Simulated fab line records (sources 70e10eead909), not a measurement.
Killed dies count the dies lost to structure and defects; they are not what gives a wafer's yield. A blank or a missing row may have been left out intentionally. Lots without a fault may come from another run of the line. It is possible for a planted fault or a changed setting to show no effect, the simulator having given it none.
Tool commonality check | flow nand-harc | Sample size 12 lots and 36 wafers

## WHAT PROMPTED THE OPENING
On 3 of the 12 lots, a flag is raised at NHARC_A_SOURCE_PLATE_INSPECT_08 on the reading raw-defect-count. No-fault wafers: 59, standard deviation 23.
Rule: a lot is flagged when every wafer of it that has a number lies more than 4 standard deviations from that mean, or none has a number. As for the other lots, they are considered sound.

lot  | measured     | on                | raw-defect-count, wafer by wafer | flag
L658 | day 7 19:05  | defect-inspect-01 | 89 69 73                         |
L659 | day 8 05:23  | defect-inspect-02 | 109 86 94                        |
L662 | day 9 10:27  | defect-inspect-02 | 78 63 61                         |
L666 | day 11 11:23 | defect-inspect-01 | 592 613 583                      | FLAGGED
L667 | day 11 17:31 | defect-inspect-01 | 631 591 556                      | FLAGGED
L668 | day 12 07:15 | defect-inspect-02 | 602 585 599                      | FLAGGED
L675 | day 14 17:54 | defect-inspect-02 | 24 45 43                         |
L676 | day 15 10:39 | defect-inspect-01 | 79 36 40                         |
L677 | day 15 18:59 | defect-inspect-02 | 60 48 51                         |
L678 | day 16 05:33 | defect-inspect-02 | 31 33 36                         |
L680 | day 17 01:22 | defect-inspect-02 | 61 56 34                         |
L681 | day 17 09:47 | defect-inspect-01 | 39 39 40                         |
Average over the flagged lots: 595; offset from the usual +536, equal to +23 standard deviations.

## WHICH TOOL RAN EACH LOT
The record holds 2 process steps before the reading, out of a route of 1302 steps. In each cell: the tool, then ch and the chambers that the sampled wafers went through, then the start.
lot  | flag    | NHARC_A_ZERO_WELL_DESCUM_12        | NHARC_A_SOURCE_PLATE_OXIDE_02
L658 |         | rie-diel-06 ch 0,2,3, day 6 21:47  | furnace-04 ch 0, day 7 01:52
L659 |         | rie-diel-06 ch 0,2,3, day 7 03:28  | furnace-05 ch 0, day 7 08:01
L662 |         | rie-diel-06 ch 1,2,3, day 8 12:56  | furnace-04 ch 0, day 8 17:19
L666 | FLAGGED | rie-diel-12 ch 0,2,3, day 10 12:40 | furnace-04 ch 0, day 10 18:26
L667 | FLAGGED | rie-diel-06 ch 2,3, day 10 17:32   | furnace-04 ch 0, day 10 22:06
L668 | FLAGGED | rie-diel-01 ch 0,2, day 11 08:20   | furnace-04 ch 0, day 11 14:10
L675 |         | rie-diel-12 ch 2,3, day 13 20:35   | furnace-05 ch 0, day 14 01:08
L676 |         | rie-diel-12 ch 1,2,3, day 14 09:59 | furnace-04 ch 0, day 14 17:28
L677 |         | rie-diel-06 ch 0,1, day 14 18:49   | furnace-05 ch 0, day 14 23:32
L678 |         | rie-diel-06 ch 1,2,3, day 15 05:36 | furnace-04 ch 0, day 15 11:15
L680 |         | rie-diel-12 ch 1,2,3, day 16 03:58 | furnace-04 ch 0, day 16 08:01
L681 |         | rie-diel-06 ch 2,3, day 16 12:39   | furnace-01 ch 0, day 16 17:10
What these steps do:
- NHARC_A_ZERO_WELL_DESCUM_12: chemistry O2, time 3 s.
- NHARC_A_SOURCE_PLATE_OXIDE_02: material SiO2, target thk 10 nm, ox time 1362 s.
- NHARC_A_SOURCE_PLATE_INSPECT_08

## FLAGGED AGAINST TOTAL, ONE TOOL AT A TIME (gauges that did the reading follow at the end)
step                            | tool              | lots run | flagged | share of the flagged lots | sound lots run after its first flagged lot
NHARC_A_ZERO_WELL_DESCUM_12     | rie-diel-01       | 1        | 1       | some                      | 0
NHARC_A_ZERO_WELL_DESCUM_12     | rie-diel-06       | 7        | 1       | some                      | 3 (L677,L678,L681)
NHARC_A_ZERO_WELL_DESCUM_12     | rie-diel-12       | 4        | 1       | some                      | 3 (L675,L676,L680)
NHARC_A_SOURCE_PLATE_OXIDE_02   | furnace-01        | 1        | 0       | none                      | -
NHARC_A_SOURCE_PLATE_OXIDE_02   | furnace-04        | 8        | 3       | all                       | 3 (L676,L678,L680)
NHARC_A_SOURCE_PLATE_OXIDE_02   | furnace-05        | 3        | 0       | none                      | -
NHARC_A_SOURCE_PLATE_INSPECT_08 | defect-inspect-01 | 5        | 2       | some                      | 2 (L676,L681)
NHARC_A_SOURCE_PLATE_INSPECT_08 | defect-inspect-02 | 7        | 1       | some                      | 4 (L675,L677,L678,L680)

## WHAT THE TABLE ALLOWS
1 row of the table ran every flagged lot: furnace-04 at NHARC_A_SOURCE_PLATE_OXIDE_02.
- furnace-04 at NHARC_A_SOURCE_PLATE_OXIDE_02: 3 of its 8 lots flagged. Lots that were sound ran on it after the first flagged one (L676, L678, L680); a persistent fault on the entire tool would not allow that.
Every row of the table either missed a flagged lot or ran a sound lot after the first.

## WHAT HAD BEEN PUT IN BY THE SIMULATOR
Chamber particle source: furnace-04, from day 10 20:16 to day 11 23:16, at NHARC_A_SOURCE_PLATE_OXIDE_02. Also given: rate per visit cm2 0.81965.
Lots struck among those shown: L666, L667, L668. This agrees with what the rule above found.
